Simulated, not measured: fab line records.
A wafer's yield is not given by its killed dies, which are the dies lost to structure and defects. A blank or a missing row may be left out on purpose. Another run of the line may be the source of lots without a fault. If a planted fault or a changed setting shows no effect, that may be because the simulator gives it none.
Code-filled problem report in 8D (eight disciplines) form ; flow nand-harc ; the parts of the form that need people (team, actions taken, sign-off) are left out

1. WHAT WENT WRONG
A mean of 0.806 a.u. is read at NHARC_A_STAIRCASE_ETCH_225 for oes-product-au, taken on 1 wafer of 1 lot, against 0.944 a.u. (standard deviation 0.0093) on wafers free of any fault. That puts it -15 standard deviations away from the usual mean.
The step: etches the open film in C4F8/O2, target depth 100 nm, time 40.5 s.
First seen on wafer L716.4, day 17 04:23, on rie-diel-11. At this step, 38 wafers from 13 lots have a number in the record. Rule for "out", or "out of limits": more than 4 standard deviations from the usual mean. All remaining wafers that have a number are taken as sound.

2. WHAT IT IS; WHAT IT IS NOT
question;is;is not
which readings at this step;oes-product-au;rf-vpp-V
which lots;L716;L695, L696, L697, L698, L699, L701, L702, L703, L704, L705, L709, L710
which wafers of those lots;L716.4;L716.2
read on which tools;rie-diel-11;rie-diel-04, rie-diel-12
when;from day 17 04:23;up to then (37 sound wafers)

3. WHAT RULES OUT EACH SUSPECT
Counting: if a tool at a process step up to the reading ran every lot that is out, it stays a suspect. Sound lots after the first of them don't rule it out here, since some wafers of a struck lot are sound.
- rie-diel-04 at NHARC_A_STAIRCASE_ETCH_201 (etches the open film in C4F8/O2, target depth 100 nm, time 40.5 s): kept. It ran the lot that is out, L716 (day 17 04:23); its last sound lot up to then is L709 (day 15 01:41). Because NHARC_A_STAIRCASE_ETCH_201 lacks a start for some lots, the hours and order of its lots are taken from NHARC_A_STAIRCASE_ETCH_225.
- rie-diel-11 at NHARC_A_STAIRCASE_ETCH_223 (etches the open film in C4F8/O2, target depth 100 nm, time 40.5 s): kept. It ran the lot that is out, L716 (day 17 04:23); its last sound lot up to then is L701 (day 12 18:26). Because NHARC_A_STAIRCASE_ETCH_223 lacks a start for some lots, the hours and order of its lots are taken from NHARC_A_STAIRCASE_ETCH_225.
- rie-diel-11 at NHARC_A_STAIRCASE_ETCH_225 (etches the open film in C4F8/O2, target depth 100 nm, time 40.5 s): kept. It ran the lot that is out, L716 (day 17 04:23); its last sound lot up to then is L701 (day 12 18:26). Out on those wafers are its own readings of oes-product-au.
- The sound lot-mates ran in chamber 2 of rie-diel-11 at NHARC_A_STAIRCASE_ETCH_223, but the wafers that are out ran in chamber 3.
- The sound lot-mates ran in chamber 2 of rie-diel-11 at NHARC_A_STAIRCASE_ETCH_225, but the wafers that are out ran in chamber 3.
Still standing after the count: rie-diel-04 at NHARC_A_STAIRCASE_ETCH_201, rie-diel-11 at NHARC_A_STAIRCASE_ETCH_223, rie-diel-11 at NHARC_A_STAIRCASE_ETCH_225.

4. THE CAUSE (what the simulator had put in)
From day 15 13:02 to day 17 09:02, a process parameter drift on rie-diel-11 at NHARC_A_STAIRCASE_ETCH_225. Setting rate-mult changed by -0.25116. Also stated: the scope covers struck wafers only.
Of the 3 suspects that counting leaves, this tool is one.

5. THE CHAIN OF EFFECTS, in route order
Each row: a reading where the mean over the struck wafers with a number is more than 3 standard deviations away from the usual. Readings are gone through only where the record gives a usual standard deviation; hours: the median, over the lots, of the time from a lot's start at the first step in this table giving one to that lot's start at this step; sigmas: the change measured in usual standard deviations.
hours;step;reading;usual;on struck wafers;change;sigmas
0;NHARC_A_STAIRCASE_ETCH_225;oes-product-au;0.944 a.u.;0.806;-0.138;-15
Process steps it contains:
- NHARC_A_STAIRCASE_ETCH_225: etches the open film in C4F8/O2, target depth 100 nm, time 40.5 s.

6. WHAT WOULD HAVE CAUGHT IT SOONER
In this record no reading fell out of limits until day 17 04:23, 39 hours after the fault had begun at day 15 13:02.
